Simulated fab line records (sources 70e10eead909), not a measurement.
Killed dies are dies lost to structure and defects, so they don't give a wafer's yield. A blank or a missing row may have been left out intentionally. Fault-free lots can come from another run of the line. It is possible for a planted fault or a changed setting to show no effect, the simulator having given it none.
fab line records / flow nand_harc
[record] lots = 14 wafers = 42 last_day = 33
route steps=1302 shown P_CONTACT@217
lots untouched by any fault: they come from a run of this same line in which no faults occurred
start_h: the number of hours between the record's first day and the start of the first shown wafer of the lot / wait_h: time in hours since the lot's previous step / " unchanged from the row above / L1.1+2: one row covering several wafers at once / - either no value or no given start / * or withheld: withheld / < > ~ a bound
route shown NAME@n: NAME is a module with steps in the file, n the number in the route of the first one / usual: mean and standard deviation over wafers with no fault / same: alike in all rows / chamber/n: place in a boat / sites: each site's reading / _std_site: the standard deviation of these / _edge_site: mean of outer sites minus mean of inner sites / radius_mm: for every site, how far away it sits from the centre of the wafer / mask NAME#n: copy n / behind: the most recent tool/chamber to have shaped the wafer / hold: cause of the lot's hold/its duration in hours/its outcome / device: which transistor (n, p or np) failed to switch / end of line: the same wafers' tests at the end of the route / a step given without rows: its recipe and nothing more / killed: at the first sort, the dies lost to defects and structure; wafer yield is something else / map: the dies of a wafer, with x for killed, . for not killed, _ for no die there
set.NAME: the run value of the setting; set.NAME@STEP: its run value at that earlier step / model.NAME: the simulator's own value behind a step, which no gauge read
route steps across a sampled set of lots; one table per step, one row per wafer
services: from which hour (start_h, from the record's first day; less than 0 if before it) a tool's chamber was out of use, for how many hours, and why
[[steps]]
[step NHARC_P_CONTACT_DEP_30]
[recipe] target_thk_a = 300 temp_c = 400 target_thk_nm = 30 flow_sccm = 200 rf_w = 450 material = SiNx
[usual] heater_power_w = 699/79 rf_fwd_power_W = 448.9/1.4
lot.wafer=L486.3 tool=pecvd-02 chamber=2 start_h=128.90 wait_h=0.1 heater_power_w=649 rf_fwd_power_W=448.3
lot.wafer=L486.2 tool=pecvd-02 chamber=1 start_h=128.90 wait_h=0.1 heater_power_w=697 rf_fwd_power_W=448.6
lot.wafer=L486.6 tool=pecvd-02 chamber=1 start_h=128.90 wait_h=0.1 heater_power_w=696 rf_fwd_power_W=447.9
lot.wafer=L488.2 tool=pecvd-03 chamber=2 start_h=142.47 wait_h=0.1 heater_power_w=651 rf_fwd_power_W=450.6
lot.wafer=L488.4 tool=pecvd-03 chamber=0 start_h=142.47 wait_h=0.1 heater_power_w=658 rf_fwd_power_W=448.9
lot.wafer=L488.5 tool=pecvd-03 chamber=1 start_h=142.47 wait_h=0.1 heater_power_w=695 rf_fwd_power_W=447.4
lot.wafer=L489.1 tool=pecvd-02 chamber=2 start_h=156.58 wait_h=0.1 heater_power_w=692 rf_fwd_power_W=449.0
lot.wafer=L489.4 tool=pecvd-02 chamber=2 start_h=156.58 wait_h=0.1 heater_power_w=677 rf_fwd_power_W=449.8
lot.wafer=L489.5 tool=pecvd-02 chamber=2 start_h=156.58 wait_h=0.1 heater_power_w=689 rf_fwd_power_W=447.8
lot.wafer=L491.2 tool=pecvd-03 chamber=2 start_h=176.19 wait_h=0.1 heater_power_w=671 rf_fwd_power_W=449.3
lot.wafer=L491.6 tool=pecvd-03 chamber=0 start_h=176.19 wait_h=0.1 heater_power_w=729 rf_fwd_power_W=445.6
lot.wafer=L491.5 tool=pecvd-03 chamber=1 start_h=176.19 wait_h=0.1 heater_power_w=642 rf_fwd_power_W=448.4
lot.wafer=L492.1 tool=pecvd-03 chamber=1 start_h=184.79 wait_h=0.1 heater_power_w=649 rf_fwd_power_W=447.0
lot.wafer=L492.5 tool=pecvd-03 chamber=1 start_h=184.79 wait_h=0.1 heater_power_w=651 rf_fwd_power_W=447.2
lot.wafer=L492.6 tool=pecvd-03 chamber=2 start_h=184.79 wait_h=0.1 heater_power_w=617 rf_fwd_power_W=450.0
lot.wafer=L493.1 tool=pecvd-04 chamber=1 start_h=193.36 wait_h=0.4 heater_power_w=744 rf_fwd_power_W=445.6
lot.wafer=L493.4 tool=pecvd-04 chamber=1 start_h=193.36 wait_h=0.4 heater_power_w=757 rf_fwd_power_W=446.2
lot.wafer=L493.6 tool=pecvd-04 chamber=2 start_h=193.36 wait_h=0.4 heater_power_w=780 rf_fwd_power_W=446.9
lot.wafer=L494.3 tool=pecvd-04 chamber=1 start_h=207.68 wait_h=0.1 heater_power_w=746 rf_fwd_power_W=449.2
lot.wafer=L494.2 tool=pecvd-04 chamber=2 start_h=207.68 wait_h=0.1 heater_power_w=794 rf_fwd_power_W=448.8
lot.wafer=L494.5 tool=pecvd-04 chamber=0 start_h=207.68 wait_h=0.1 heater_power_w=822 rf_fwd_power_W=447.4
lot.wafer=L497.3 tool=pecvd-04 chamber=0 start_h=231.54 wait_h=0.1 heater_power_w=796 rf_fwd_power_W=449.3
lot.wafer=L497.1 tool=pecvd-04 chamber=2 start_h=231.54 wait_h=0.1 heater_power_w=747 rf_fwd_power_W=447.7
lot.wafer=L497.4 tool=pecvd-04 chamber=0 start_h=231.54 wait_h=0.1 heater_power_w=781 rf_fwd_power_W=450.4
lot.wafer=L502.2 tool=pecvd-04 chamber=1 start_h=286.83 wait_h=0.1 heater_power_w=808 rf_fwd_power_W=451.8
lot.wafer=L502.1 tool=pecvd-04 chamber=2 start_h=286.83 wait_h=0.1 heater_power_w=748 rf_fwd_power_W=451.1
lot.wafer=L502.6 tool=pecvd-04 chamber=1 start_h=286.83 wait_h=0.1 heater_power_w=798 rf_fwd_power_W=449.0
lot.wafer=L505.1 tool=pecvd-04 chamber=1 start_h=311.58 wait_h=0.1 heater_power_w=850 rf_fwd_power_W=448.9
lot.wafer=L505.2 tool=pecvd-04 chamber=2 start_h=311.58 wait_h=0.1 heater_power_w=771 rf_fwd_power_W=448.6
lot.wafer=L505.6 tool=pecvd-04 chamber=0 start_h=311.58 wait_h=0.1 heater_power_w=818 rf_fwd_power_W=447.5
lot.wafer=L504.3 tool=pecvd-02 chamber=0 start_h=311.85 wait_h=0.1 heater_power_w=512 rf_fwd_power_W=447.6
lot.wafer=L504.4 tool=pecvd-02 chamber=0 start_h=311.85 wait_h=0.1 heater_power_w=510 rf_fwd_power_W=447.8
lot.wafer=L504.5 tool=pecvd-02 chamber=1 start_h=311.85 wait_h=0.1 heater_power_w=706 rf_fwd_power_W=449.0
lot.wafer=L506.2 tool=pecvd-03 chamber=2 start_h=323.04 wait_h=0.1 heater_power_w=650 rf_fwd_power_W=446.8
lot.wafer=L506.6 tool=pecvd-03 chamber=2 start_h=323.04 wait_h=0.1 heater_power_w=657 rf_fwd_power_W=446.6
lot.wafer=L506.5 tool=pecvd-03 chamber=1 start_h=323.04 wait_h=0.1 heater_power_w=673 rf_fwd_power_W=449.3
lot.wafer=L507.3 tool=pecvd-02 chamber=1 start_h=334.42 wait_h=0.1 heater_power_w=707 rf_fwd_power_W=449.0
lot.wafer=L507.1 tool=pecvd-02 chamber=2 start_h=334.42 wait_h=0.1 heater_power_w=724 rf_fwd_power_W=450.0
lot.wafer=L507.6 tool=pecvd-02 chamber=2 start_h=334.42 wait_h=0.1 heater_power_w=746 rf_fwd_power_W=451.1
lot.wafer=L508.3 tool=pecvd-03 chamber=1 start_h=343.02 wait_h=0.1 heater_power_w=583 rf_fwd_power_W=451.0
lot.wafer=L508.6 tool=pecvd-03 chamber=2 start_h=343.02 wait_h=0.1 heater_power_w=641 rf_fwd_power_W=449.7
lot.wafer=L508.4 tool=pecvd-03 chamber=0 start_h=343.02 wait_h=0.1 heater_power_w=657 rf_fwd_power_W=450.3
[step NHARC_P_CONTACT_DEP_00]
[recipe] target_thk_a = 5000 temp_c = 400 pressure_torr = 6.5 rf_w = 900 teos_flow_sccm = 161.4 flow_sccm = 2650 target_thk_nm = 500 gas = O2 material = SiO2
[usual] heater_power_w = 526/89 rf_fwd_power_W = 898.4/2.7 throttle_valve_pct = 15.8/0.74
lot.wafer=L486.3 tool=pecvd-02 chamber=2 start_h=- wait_h=- heater_power_w=600 rf_fwd_power_W=902.7 throttle_valve_pct=16.2
lot.wafer=L486.2 tool=pecvd-02 chamber=1 start_h=- wait_h=- heater_power_w=561 rf_fwd_power_W=897.8 throttle_valve_pct=14.5
lot.wafer=L486.6 tool=pecvd-02 chamber=1 start_h=- wait_h=- heater_power_w=570 rf_fwd_power_W=897.9 throttle_valve_pct=14.5
lot.wafer=L488.2 tool=pecvd-03 chamber=2 start_h=- wait_h=- heater_power_w=395 rf_fwd_power_W=897.9 throttle_valve_pct=15.9
lot.wafer=L488.4 tool=pecvd-03 chamber=0 start_h=- wait_h=- heater_power_w=637 rf_fwd_power_W=895.0 throttle_valve_pct=16.2
lot.wafer=L488.5 tool=pecvd-03 chamber=1 start_h=- wait_h=- heater_power_w=478 rf_fwd_power_W=897.0 throttle_valve_pct=16.8
lot.wafer=L489.1 tool=pecvd-02 chamber=2 start_h=156.92 wait_h=0.3 heater_power_w=579 rf_fwd_power_W=898.6 throttle_valve_pct=16.3
lot.wafer=L489.4 tool=pecvd-02 chamber=2 start_h=156.92 wait_h=0.3 heater_power_w=584 rf_fwd_power_W=898.4 throttle_valve_pct=16.2
lot.wafer=L489.5 tool=pecvd-02 chamber=2 start_h=156.92 wait_h=0.3 heater_power_w=469 rf_fwd_power_W=897.4 throttle_valve_pct=16.1
lot.wafer=L491.2 tool=pecvd-03 chamber=2 start_h=- wait_h=- heater_power_w=498 rf_fwd_power_W=896.4 throttle_valve_pct=16.1
lot.wafer=L491.6 tool=pecvd-03 chamber=0 start_h=- wait_h=- heater_power_w=525 rf_fwd_power_W=898.5 throttle_valve_pct=16.3
lot.wafer=L491.5 tool=pecvd-03 chamber=1 start_h=- wait_h=- heater_power_w=537 rf_fwd_power_W=899.5 throttle_valve_pct=16.9
lot.wafer=L492.1 tool=pecvd-03 chamber=1 start_h=- wait_h=- heater_power_w=468 rf_fwd_power_W=899.9 throttle_valve_pct=17.0
lot.wafer=L492.5 tool=pecvd-03 chamber=1 start_h=- wait_h=- heater_power_w=513 rf_fwd_power_W=902.5 throttle_valve_pct=16.7
lot.wafer=L492.6 tool=pecvd-03 chamber=2 start_h=- wait_h=- heater_power_w=432 rf_fwd_power_W=897.0 throttle_valve_pct=15.8
lot.wafer=L493.1 tool=pecvd-04 chamber=1 start_h=- wait_h=- heater_power_w=673 rf_fwd_power_W=899.5 throttle_valve_pct=16.1
lot.wafer=L493.4 tool=pecvd-04 chamber=1 start_h=- wait_h=- heater_power_w=696 rf_fwd_power_W=897.9 throttle_valve_pct=16.2
lot.wafer=L493.6 tool=pecvd-04 chamber=2 start_h=- wait_h=- heater_power_w=570 rf_fwd_power_W=896.1 throttle_valve_pct=15.7
lot.wafer=L494.3 tool=pecvd-04 chamber=1 start_h=- wait_h=- heater_power_w=584 rf_fwd_power_W=899.9 throttle_valve_pct=15.9
lot.wafer=L494.2 tool=pecvd-04 chamber=2 start_h=- wait_h=- heater_power_w=525 rf_fwd_power_W=896.3 throttle_valve_pct=15.7
lot.wafer=L494.5 tool=pecvd-04 chamber=0 start_h=- wait_h=- heater_power_w=599 rf_fwd_power_W=898.7 throttle_valve_pct=14.0
lot.wafer=L497.3 tool=pecvd-04 chamber=0 start_h=- wait_h=- heater_power_w=596 rf_fwd_power_W=903.6 throttle_valve_pct=14.5
lot.wafer=L497.1 tool=pecvd-04 chamber=2 start_h=- wait_h=- heater_power_w=517 rf_fwd_power_W=901.1 throttle_valve_pct=15.7
lot.wafer=L497.4 tool=pecvd-04 chamber=0 start_h=- wait_h=- heater_power_w=619 rf_fwd_power_W=900.6 throttle_valve_pct=14.3
lot.wafer=L502.2 tool=pecvd-04 chamber=1 start_h=- wait_h=- heater_power_w=706 rf_fwd_power_W=895.4 throttle_valve_pct=15.8
lot.wafer=L502.1 tool=pecvd-04 chamber=2 start_h=- wait_h=- heater_power_w=568 rf_fwd_power_W=894.5 throttle_valve_pct=15.6
lot.wafer=L502.6 tool=pecvd-04 chamber=1 start_h=- wait_h=- heater_power_w=745 rf_fwd_power_W=898.8 throttle_valve_pct=15.9
lot.wafer=L505.1 tool=pecvd-04 chamber=1 start_h=- wait_h=- heater_power_w=771 rf_fwd_power_W=900.1 throttle_valve_pct=16.0
lot.wafer=L505.2 tool=pecvd-04 chamber=2 start_h=- wait_h=- heater_power_w=588 rf_fwd_power_W=897.4 throttle_valve_pct=15.7
lot.wafer=L505.6 tool=pecvd-04 chamber=0 start_h=- wait_h=- heater_power_w=637 rf_fwd_power_W=904.1 throttle_valve_pct=14.8
lot.wafer=L504.3 tool=pecvd-02 chamber=0 start_h=- wait_h=- heater_power_w=409 rf_fwd_power_W=900.1 throttle_valve_pct=16.7
lot.wafer=L504.4 tool=pecvd-02 chamber=0 start_h=- wait_h=- heater_power_w=411 rf_fwd_power_W=897.4 throttle_valve_pct=16.4
lot.wafer=L504.5 tool=pecvd-02 chamber=1 start_h=- wait_h=- heater_power_w=573 rf_fwd_power_W=900.6 throttle_valve_pct=14.7
lot.wafer=L506.2 tool=pecvd-03 chamber=2 start_h=- wait_h=- heater_power_w=380 rf_fwd_power_W=896.7 throttle_valve_pct=14.8
lot.wafer=L506.6 tool=pecvd-03 chamber=2 start_h=- wait_h=- heater_power_w=428 rf_fwd_power_W=898.1 throttle_valve_pct=14.9
lot.wafer=L506.5 tool=pecvd-03 chamber=1 start_h=- wait_h=- heater_power_w=466 rf_fwd_power_W=897.3 throttle_valve_pct=16.4
lot.wafer=L507.3 tool=pecvd-02 chamber=1 start_h=- wait_h=- heater_power_w=574 rf_fwd_power_W=900.4 throttle_valve_pct=14.6
lot.wafer=L507.1 tool=pecvd-02 chamber=2 start_h=- wait_h=- heater_power_w=599 rf_fwd_power_W=896.3 throttle_valve_pct=16.3
lot.wafer=L507.6 tool=pecvd-02 chamber=2 start_h=- wait_h=- heater_power_w=600 rf_fwd_power_W=895.5 throttle_valve_pct=16.1
lot.wafer=L508.3 tool=pecvd-03 chamber=1 start_h=- wait_h=- heater_power_w=496 rf_fwd_power_W=900.6 throttle_valve_pct=16.2
lot.wafer=L508.6 tool=pecvd-03 chamber=2 start_h=- wait_h=- heater_power_w=415 rf_fwd_power_W=892.2 throttle_valve_pct=15.0
lot.wafer=L508.4 tool=pecvd-03 chamber=0 start_h=- wait_h=- heater_power_w=489 rf_fwd_power_W=897.7 throttle_valve_pct=16.7
[step NHARC_P_CONTACT_SOFTBAKE_07]
[recipe] temp_c = 105 time_s = 55
[usual] heater_power_total_W = 188.45/0.15 resist_line_temp_C = 23.01/0.094
lot.wafer=L486.2 tool=litho_track-06 chamber=0 start_h=129 wait_h=- heater_power_total_W=188.79 resist_line_temp_C=23.10
lot.wafer=L486.3 tool=litho_track-06 chamber=0 start_h=129 wait_h=- heater_power_total_W=188.29 resist_line_temp_C=22.98
lot.wafer=L486.6 tool=litho_track-06 chamber=0 start_h=129 wait_h=- heater_power_total_W=188.30 resist_line_temp_C=22.94
lot.wafer=L488.2 tool=litho_track-06 chamber=0 start_h=143 wait_h=- heater_power_total_W=188.39 resist_line_temp_C=23.04
lot.wafer=L488.4 tool=litho_track-06 chamber=0 start_h=143 wait_h=- heater_power_total_W=188.67 resist_line_temp_C=22.95
lot.wafer=L488.5 tool=litho_track-06 chamber=0 start_h=143 wait_h=- heater_power_total_W=188.35 resist_line_temp_C=23.08
lot.wafer=L489.1 tool=litho_track-06 chamber=0 start_h=157 wait_h=- heater_power_total_W=188.70 resist_line_temp_C=23.12
lot.wafer=L489.4 tool=litho_track-06 chamber=0 start_h=157 wait_h=- heater_power_total_W=188.67 resist_line_temp_C=23.10
lot.wafer=L489.5 tool=litho_track-06 chamber=0 start_h=157 wait_h=- heater_power_total_W=188.30 resist_line_temp_C=23.13
lot.wafer=L491.2 tool=litho_track-06 chamber=0 start_h=177 wait_h=- heater_power_total_W=188.38 resist_line_temp_C=23.12
lot.wafer=L491.5 tool=litho_track-06 chamber=0 start_h=177 wait_h=- heater_power_total_W=323.03 resist_line_temp_C=22.95
lot.wafer=L491.6 tool=litho_track-06 chamber=0 start_h=177 wait_h=- heater_power_total_W=188.66 resist_line_temp_C=23.09
lot.wafer=L492.1 tool=litho_track-01 chamber=0 start_h=185 wait_h=- heater_power_total_W=188.41 resist_line_temp_C=22.96
lot.wafer=L492.5 tool=litho_track-01 chamber=0 start_h=185 wait_h=- heater_power_total_W=188.43 resist_line_temp_C=22.99
lot.wafer=L492.6 tool=litho_track-01 chamber=0 start_h=185 wait_h=- heater_power_total_W=188.30 resist_line_temp_C=23.20
lot.wafer=L493.1 tool=litho_track-01 chamber=0 start_h=194 wait_h=- heater_power_total_W=188.75 resist_line_temp_C=23.02
lot.wafer=L493.4 tool=litho_track-01 chamber=0 start_h=194 wait_h=- heater_power_total_W=188.31 resist_line_temp_C=23.04
lot.wafer=L493.6 tool=litho_track-01 chamber=0 start_h=194 wait_h=- heater_power_total_W=188.50 resist_line_temp_C=23.22
lot.wafer=L494.2 tool=litho_track-06 chamber=0 start_h=208 wait_h=- heater_power_total_W=188.32 resist_line_temp_C=22.92
lot.wafer=L494.3 tool=litho_track-06 chamber=0 start_h=208 wait_h=- heater_power_total_W=188.33 resist_line_temp_C=22.98
lot.wafer=L494.5 tool=litho_track-06 chamber=0 start_h=208 wait_h=- heater_power_total_W=323.69 resist_line_temp_C=23.03
lot.wafer=L497.1 tool=litho_track-01 chamber=0 start_h=232 wait_h=- heater_power_total_W=188.26 resist_line_temp_C=22.82
lot.wafer=L497.3 tool=litho_track-01 chamber=0 start_h=232 wait_h=- heater_power_total_W=188.48 resist_line_temp_C=23.00
lot.wafer=L497.4 tool=litho_track-01 chamber=0 start_h=232 wait_h=- heater_power_total_W=188.45 resist_line_temp_C=22.85
lot.wafer=L502.1 tool=litho_track-06 chamber=0 start_h=287 wait_h=- heater_power_total_W=188.32 resist_line_temp_C=22.99
lot.wafer=L502.2 tool=litho_track-06 chamber=0 start_h=287 wait_h=- heater_power_total_W=188.38 resist_line_temp_C=23.01
lot.wafer=L502.6 tool=litho_track-06 chamber=0 start_h=287 wait_h=- heater_power_total_W=188.63 resist_line_temp_C=22.78
lot.wafer=L505.1 tool=litho_track-01 chamber=0 start_h=312 wait_h=- heater_power_total_W=188.83 resist_line_temp_C=23.06
lot.wafer=L505.2 tool=litho_track-01 chamber=0 start_h=312 wait_h=- heater_power_total_W=188.42 resist_line_temp_C=23.04
lot.wafer=L505.6 tool=litho_track-01 chamber=0 start_h=312 wait_h=- heater_power_total_W=188.49 resist_line_temp_C=23.04
lot.wafer=L504.3 tool=litho_track-06 chamber=0 start_h=312 wait_h=- heater_power_total_W=188.44 resist_line_temp_C=23.14
lot.wafer=L504.4 tool=litho_track-06 chamber=0 start_h=312 wait_h=- heater_power_total_W=188.48 resist_line_temp_C=22.98
lot.wafer=L504.5 tool=litho_track-06 chamber=0 start_h=312 wait_h=- heater_power_total_W=188.71 resist_line_temp_C=22.95
lot.wafer=L506.2 tool=litho_track-06 chamber=0 start_h=324 wait_h=- heater_power_total_W=188.72 resist_line_temp_C=23.03
lot.wafer=L506.5 tool=litho_track-06 chamber=0 start_h=324 wait_h=- heater_power_total_W=188.30 resist_line_temp_C=23.09
lot.wafer=L506.6 tool=litho_track-06 chamber=0 start_h=324 wait_h=- heater_power_total_W=188.53 resist_line_temp_C=23.00
lot.wafer=L507.1 tool=litho_track-06 chamber=0 start_h=335 wait_h=- heater_power_total_W=188.38 resist_line_temp_C=22.84
lot.wafer=L507.3 tool=litho_track-06 chamber=0 start_h=335 wait_h=- heater_power_total_W=188.32 resist_line_temp_C=22.96
lot.wafer=L507.6 tool=litho_track-06 chamber=0 start_h=335 wait_h=- heater_power_total_W=188.29 resist_line_temp_C=22.95
lot.wafer=L508.3 tool=litho_track-06 chamber=0 start_h=344 wait_h=- heater_power_total_W=188.46 resist_line_temp_C=23.00
lot.wafer=L508.4 tool=litho_track-06 chamber=0 start_h=344 wait_h=- heater_power_total_W=188.30 resist_line_temp_C=23.05
lot.wafer=L508.6 tool=litho_track-06 chamber=0 start_h=344 wait_h=- heater_power_total_W=188.34 resist_line_temp_C=23.06
[step NHARC_P_CONTACT_CD_MEAS_19]
[usual] cd_nm = 89.4/1.4
lot.wafer=L486.2 tool=cd_sem-01 chamber=- start_h=131.65 wait_h=- cd_nm=89.9
lot.wafer=L486.3 tool=cd_sem-01 chamber=- start_h=131.65 wait_h=- cd_nm=87.9
lot.wafer=L486.6 tool=cd_sem-01 chamber=- start_h=131.65 wait_h=- cd_nm=87.1
lot.wafer=L488.2 tool=cd_sem-01 chamber=- start_h=145.21 wait_h=- cd_nm=88.1
lot.wafer=L488.4 tool=cd_sem-01 chamber=- start_h=145.21 wait_h=- cd_nm=88.9
lot.wafer=L488.5 tool=cd_sem-01 chamber=- start_h=145.21 wait_h=- cd_nm=90.7
lot.wafer=L489.1 tool=cd_sem-02 chamber=- start_h=159.42 wait_h=- cd_nm=89.6
lot.wafer=L489.4 tool=cd_sem-02 chamber=- start_h=159.42 wait_h=- cd_nm=86.8
lot.wafer=L489.5 tool=cd_sem-02 chamber=- start_h=159.42 wait_h=- cd_nm=89.5
lot.wafer=L491.2 tool=cd_sem-03 chamber=- start_h=178.80 wait_h=- cd_nm=90.3
lot.wafer=L491.5 tool=cd_sem-03 chamber=- start_h=178.80 wait_h=- cd_nm=90.5
lot.wafer=L491.6 tool=cd_sem-03 chamber=- start_h=178.80 wait_h=- cd_nm=89.4
lot.wafer=L492.1 tool=cd_sem-01 chamber=- start_h=187.39 wait_h=- cd_nm=89.4
lot.wafer=L492.5 tool=cd_sem-01 chamber=- start_h=187.39 wait_h=- cd_nm=88.5
lot.wafer=L492.6 tool=cd_sem-01 chamber=- start_h=187.39 wait_h=- cd_nm=91.5
lot.wafer=L493.1 tool=cd_sem-03 chamber=- start_h=195.79 wait_h=- cd_nm=89.5
lot.wafer=L493.4 tool=cd_sem-03 chamber=- start_h=195.79 wait_h=- cd_nm=90.4
lot.wafer=L493.6 tool=cd_sem-03 chamber=- start_h=195.79 wait_h=- cd_nm=90.2
lot.wafer=L494.2 tool=cd_sem-03 chamber=- start_h=210.13 wait_h=- cd_nm=90.1
lot.wafer=L494.3 tool=cd_sem-03 chamber=- start_h=210.13 wait_h=- cd_nm=90.0
lot.wafer=L494.5 tool=cd_sem-03 chamber=- start_h=210.13 wait_h=- cd_nm=90.1
lot.wafer=L497.1 tool=cd_sem-02 chamber=- start_h=234.01 wait_h=- cd_nm=90.1
lot.wafer=L497.3 tool=cd_sem-02 chamber=- start_h=234.01 wait_h=- cd_nm=91.6
lot.wafer=L497.4 tool=cd_sem-02 chamber=- start_h=234.01 wait_h=- cd_nm=89.2
lot.wafer=L502.1 tool=cd_sem-03 chamber=- start_h=289.30 wait_h=- cd_nm=89.3
lot.wafer=L502.2 tool=cd_sem-03 chamber=- start_h=289.30 wait_h=- cd_nm=88.7
lot.wafer=L502.6 tool=cd_sem-03 chamber=- start_h=289.30 wait_h=- cd_nm=89.8
lot.wafer=L505.1 tool=cd_sem-02 chamber=- start_h=314.20 wait_h=- cd_nm=88.4
lot.wafer=L505.2 tool=cd_sem-02 chamber=- start_h=314.20 wait_h=- cd_nm=91.5
lot.wafer=L505.6 tool=cd_sem-02 chamber=- start_h=314.20 wait_h=- cd_nm=90.4
lot.wafer=L504.3 tool=cd_sem-02 chamber=- start_h=314.44 wait_h=- cd_nm=89.8
lot.wafer=L504.4 tool=cd_sem-02 chamber=- start_h=314.44 wait_h=- cd_nm=87.3
lot.wafer=L504.5 tool=cd_sem-02 chamber=- start_h=314.44 wait_h=- cd_nm=86.9
lot.wafer=L506.2 tool=cd_sem-02 chamber=- start_h=325.79 wait_h=- cd_nm=87.3
lot.wafer=L506.5 tool=cd_sem-02 chamber=- start_h=325.79 wait_h=- cd_nm=89.9
lot.wafer=L506.6 tool=cd_sem-02 chamber=- start_h=325.79 wait_h=- cd_nm=92.0
lot.wafer=L507.1 tool=cd_sem-02 chamber=- start_h=336.85 wait_h=- cd_nm=89.7
lot.wafer=L507.3 tool=cd_sem-02 chamber=- start_h=336.85 wait_h=- cd_nm=88.5
lot.wafer=L507.6 tool=cd_sem-02 chamber=- start_h=336.85 wait_h=- cd_nm=90.8
lot.wafer=L508.3 tool=cd_sem-01 chamber=- start_h=345.49 wait_h=- cd_nm=88.0
lot.wafer=L508.4 tool=cd_sem-01 chamber=- start_h=345.49 wait_h=- cd_nm=91.9
lot.wafer=L508.6 tool=cd_sem-01 chamber=- start_h=345.49 wait_h=- cd_nm=92.0
[[services]]
tool=pecvd-03 chamber=- start_h=105.64 hours=3.0 kind=repair
tool=pecvd-02 chamber=1 start_h=143.01 hours=19.2 kind=repair
tool=litho_track-01 chamber=- start_h=155.00 hours=7.0 kind=pm
tool=pecvd-03 chamber=- start_h=171.76 hours=1.4 kind=repair
tool=litho_track-06 chamber=- start_h=179.00 hours=7.0 kind=pm
tool=pecvd-03 chamber=- start_h=185.29 hours=13.0 kind=pm
tool=pecvd-03 chamber=0 start_h=185.29 hours=13.0 kind=vent_cycle
tool=pecvd-03 chamber=1 start_h=185.29 hours=13.0 kind=vent_cycle
tool=pecvd-03 chamber=2 start_h=185.29 hours=13.0 kind=vent_cycle
tool=pecvd-03 chamber=0 start_h=198.29 hours=- kind=clean
tool=pecvd-03 chamber=1 start_h=198.29 hours=- kind=clean
tool=pecvd-03 chamber=2 start_h=198.29 hours=- kind=clean
tool=pecvd-02 chamber=- start_h=227.00 hours=13.0 kind=pm
tool=pecvd-03 chamber=- start_h=234.61 hours=2.6 kind=repair
tool=pecvd-04 chamber=- start_h=269.00 hours=13.0 kind=pm
tool=pecvd-04 chamber=0 start_h=269.00 hours=13.0 kind=vent_cycle
tool=pecvd-04 chamber=1 start_h=269.00 hours=13.0 kind=vent_cycle
tool=pecvd-04 chamber=2 start_h=269.00 hours=13.0 kind=vent_cycle
tool=pecvd-02 chamber=2 start_h=269.54 hours=8.8 kind=repair
tool=pecvd-03 chamber=- start_h=275.42 hours=0.3 kind=repair
tool=pecvd-04 chamber=0 start_h=282.00 hours=- kind=clean
tool=pecvd-04 chamber=1 start_h=282.00 hours=- kind=clean
tool=pecvd-04 chamber=2 start_h=318.15 hours=5.7 kind=repair
tool=litho_track-01 chamber=- start_h=330.00 hours=7.0 kind=pm
[[key]]
[first_sign] step = NHARC_P_CONTACT_SOFTBAKE_07 reading = heater_power_total_W direction = up sigmas = 99+ usual = * struck = *
effect none on later readings
met_at NHARC_P_CONTACT_SOFTBAKE_07
struck_lots L491,L494
struck_wafers L491.5,L494.5
tester_left_out L491,L494
not_acting_at NHARC_P_CONTACT_DEP_30,NHARC_P_CONTACT_DEP_00,NHARC_P_CONTACT_CD_MEAS_19
onset_between 157 177
[fault] kind = process_parameter_drift tool = litho_track-06 chamber = - onset_h = 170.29 steps = NHARC_P_CONTACT_SOFTBAKE_07 channel = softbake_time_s offset = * shape = step end_h = 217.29 scope = struck_wafers_only acts_in = * stated = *
// tester_left_out: of these lots the tester's yield and bins aren't shown, on N5 and GAA mostly nor the transistor test; their killed dies are dies lost to structure and defects alone, not to doping, threshold or leakage, so they don't give the yield
